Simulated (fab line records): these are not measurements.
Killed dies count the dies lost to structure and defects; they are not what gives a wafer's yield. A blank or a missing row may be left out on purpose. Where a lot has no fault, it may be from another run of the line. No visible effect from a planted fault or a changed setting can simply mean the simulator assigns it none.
One fault through the eyes of 2 desks :: flow n5 finfet :: only its own numbers are on each desk; what lay behind them is given at the end

== METROLOGY DESK ==
Means of the sampled wafers that have a number, per lot and without regard to the tool the lot ran on: this is what the gauges read. Marked OUT: a lot whose mean sits more than 4 standard deviations from the usual mean, which makes it out of limits; the brackets give that distance. Only the readings that lie furthest out on some lot appear, 7 of the 10 it has.
Columns: A = DIBL_N at N5_BEOL_M4_RC_MEAS_101, usual 35.3 mV/V; B = IOFF_N at N5_BEOL_M4_RC_MEAS_101, usual 0.145 nA/um; C = IOFF_P at N5_BEOL_M4_RC_MEAS_101, usual 0.20 nA/um; D = ION_N at N5_BEOL_M4_RC_MEAS_101, usual 670 uA/um; E = SS_N at N5_BEOL_M4_RC_MEAS_101, usual 71.3 mV/dec; F = VT_N at N5_BEOL_M4_RC_MEAS_101, usual 251 mV; G = VT_P at N5_BEOL_M4_RC_MEAS_101, usual -251 mV
lot: L864
first seen here: day 9 12:05
A: 36.3
B: 0.152
C: 0.24
D: 671
E: 71.8
F: 250
G: -247

lot: L867
first seen here: day 10 07:54
A: 34.8
B: 0.118
C: 0.19
D: 660
E: 70.8
F: 254
G: -252

lot: L871
first seen here: day 11 13:35
A: 35.8
B: 0.152
C: 0.21
D: 662
E: 71.4
F: 249
G: -249

lot: L873
first seen here: day 11 19:53
A: 35.4
B: 0.131
C: 0.18
D: 668
E: 71.3
F: 252
G: -252

lot: L878
first seen here: day 13 14:29
A: 34.8
B: 0.151
C: 0.19
D: 678
E: 70.6
F: 249
G: -254

lot: L880
first seen here: day 13 16:16
A: 35.9
B: 0.152
C: 0.19
D: 669
E: 71.4
F: 249
G: -253

lot: L881
first seen here: day 13 19:15
A: 36.4
B: 0.140
C: 0.20
D: 663
E: 71.5
F: 251
G: -249

lot: L882
first seen here: day 13 23:03
A: 35.4
B: 0.143
C: 0.19
D: 665
E: 70.9
F: 250
G: -251
This desk found nothing out of limits on any of the 8 lots.

== DESK OF THE TOOL OWNER: pecvd-03 ==
The tool's own readings at N5_BEOL_M0_SAQP_HM_DEP_111 (deposits SiO2 from SiH4/N2O, target thk 12 nm, time 7.2 s): means of the sampled wafers that have a number, for each lot that ran on this tool. Marked OUT: a lot whose mean sits more than 4 standard deviations from the usual mean, which makes it out of limits; the brackets give that distance.
Columns: A = heater power w at N5_BEOL_M0_SAQP_HM_DEP_111, usual 767 W; B = showerhead plenum p Torr at N5_BEOL_M0_SAQP_HM_DEP_111, usual 8.14 Torr; C = showerhead vpp V at N5_BEOL_M0_SAQP_HM_DEP_111, usual 1030 V
lot: L867
first seen here: day 7 11:40
A: 695
B: 8.17
C: 1033

lot: L871
first seen here: day 8 13:35
A: 804
B: 8.14
C: 1012

lot: L873
first seen here: day 9 02:25
A: 764
B: 8.18
C: 1068

lot: L878
first seen here: day 10 12:04
A: 767
B: 8.15
C: 1032
This desk found nothing out of limits on any of the 4 lots.

== BROUGHT TOGETHER ==
Nothing out of limits was seen by the metrology desk.
Nothing out of limits was seen by the tool owner's desk.

== WHAT THE SIMULATOR HAD INSERTED ==
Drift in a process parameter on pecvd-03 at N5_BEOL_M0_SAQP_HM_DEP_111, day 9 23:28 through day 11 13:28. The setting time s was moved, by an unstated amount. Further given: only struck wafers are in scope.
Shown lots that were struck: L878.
